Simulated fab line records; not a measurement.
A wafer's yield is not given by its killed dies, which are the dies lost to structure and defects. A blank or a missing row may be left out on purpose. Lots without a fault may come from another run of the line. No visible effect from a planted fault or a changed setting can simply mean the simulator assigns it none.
Code-filled problem report in 8D (eight disciplines) form | flow n5-finfet | the parts of the form that need people (team, actions taken, sign-off) are left out

## 1. WHAT WENT WRONG
N5_BEOL_M9_VIA_ETCH_34, rf-fwd-power-W: mean 425.9 W on 2 wafers (1 lot); fault-free wafers 342.2 W, standard deviation 1.2. That puts it +70 standard deviations away from the usual mean.
The step: etches SiCOH lowk in C4F6/O2, target depth 182.4 nm, time 68.4 s.
The first sign was on wafer L531.3 at day 14 16:04, on rie-diel-02. The record holds 30 wafers of 10 lots with a number at this step. The rule behind "out" and "out of limits": a value lying over 4 standard deviations away from the usual mean. Any other wafer with a number is counted as sound.

## 2. WHAT IT IS AND WHAT IT IS NOT
question                    | is                       | is not
which readings at this step | rf-fwd-power-W, rf-vpp-V | drypump-motor-current-A, oes-product-au, showerhead-plenum-p-Torr, throttle-valve-pct
which lots                  | L531                     | L517, L520, L521, L522, L523, L525, L526, L528, L533
which wafers of those lots  | L531.3, L531.5           | L531.6
read on which tools         | rie-diel-02              | rie-diel-03, rie-diel-04
when                        | from day 14 16:04        | up to then (25 sound wafers); but 3 sound wafers of L533 came after

## 3. WHAT RULES OUT EACH SUSPECT
Counting: a tool at a process step up to the reading stays a suspect if it ran every lot that is out. Sound lots after the first of them don't rule it out here, since some wafers of a struck lot are sound.
- rie-diel-03 at N5_BEOL_M9_STRIP_19 (strips in O2): kept. It ran the lot that is out, L531 (day 14 12:49); its last sound lot up to then is L533 (day 14 12:46).
- rie-diel-02 at N5_BEOL_M9_ETCH_76 (etches underlayer in N2/H2, target depth 6.5 nm, time 5.2 s): kept. It ran the lot that is out, L531 (day 14 15:55); its last sound lot up to then is L525 (day 12 06:49).
- rie-diel-02 at N5_BEOL_M9_VIA_ETCH_34 (etches SiCOH lowk in C4F6/O2, target depth 182.4 nm, time 68.4 s): kept. It ran the lot that is out, L531 (day 14 16:04); its last sound lot up to then is L525 (day 12 06:58). Out on those wafers are its own readings of rf-fwd-power-W, rf-vpp-V.
- The sound lot-mates ran in chamber 1 of rie-diel-03 at N5_BEOL_M9_STRIP_19, but the wafers that are out ran in chamber 2.
- The sound lot-mates ran in chamber 1 of rie-diel-02 at N5_BEOL_M9_ETCH_76, but the wafers that are out ran in chamber 0.
- The sound lot-mates ran in chamber 1 of rie-diel-02 at N5_BEOL_M9_VIA_ETCH_34, but the wafers that are out ran in chamber 0.
The count leaves rie-diel-03 at N5_BEOL_M9_STRIP_19, rie-diel-02 at N5_BEOL_M9_ETCH_76, and rie-diel-02 at N5_BEOL_M9_VIA_ETCH_34.

## 4. THE CAUSE (what the simulator had put in)
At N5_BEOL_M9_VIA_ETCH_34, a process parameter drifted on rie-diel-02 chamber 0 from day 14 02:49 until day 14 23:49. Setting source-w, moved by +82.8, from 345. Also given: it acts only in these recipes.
Of the 3 suspects that counting leaves, this tool is one.

## 5. THE EFFECT CHAIN, in route order
One row per reading whose mean, taken over the struck wafers that have a number, lies over 3 standard deviations from the usual. Scope: only readings with a usual standard deviation given in the record; hours: median across lots of the time from each lot's start at the first step in this table that gives one to its start at this step; sigmas: change in usual standard deviations.
hours | step                   | reading        | usual     | on struck wafers | change | sigmas
0     | N5_BEOL_M9_VIA_ETCH_34 | oes_f_703_au   | 0.80 a.u. | 1.15             | +0.34  | +3.7
0     | N5_BEOL_M9_VIA_ETCH_34 | oes_o_777_au   | 0.80 a.u. | 1.10             | +0.30  | +3.2
0     | N5_BEOL_M9_VIA_ETCH_34 | rf-fwd-power-W | 342.2 W   | 425.9            | +83.7  | +70
0     | N5_BEOL_M9_VIA_ETCH_34 | rf-vpp-V       | 666 V     | 600              | -66    | -6.0
Its process steps:
- N5_BEOL_M9_VIA_ETCH_34: etches SiCOH lowk in C4F6/O2, target depth 182.4 nm, time 68.4 s.

## 6. HOW IT WOULD HAVE BEEN CAUGHT EARLIER
13 hours passed between the start of the fault at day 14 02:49 and the first reading out of limits in this record, taken at day 14 16:04.
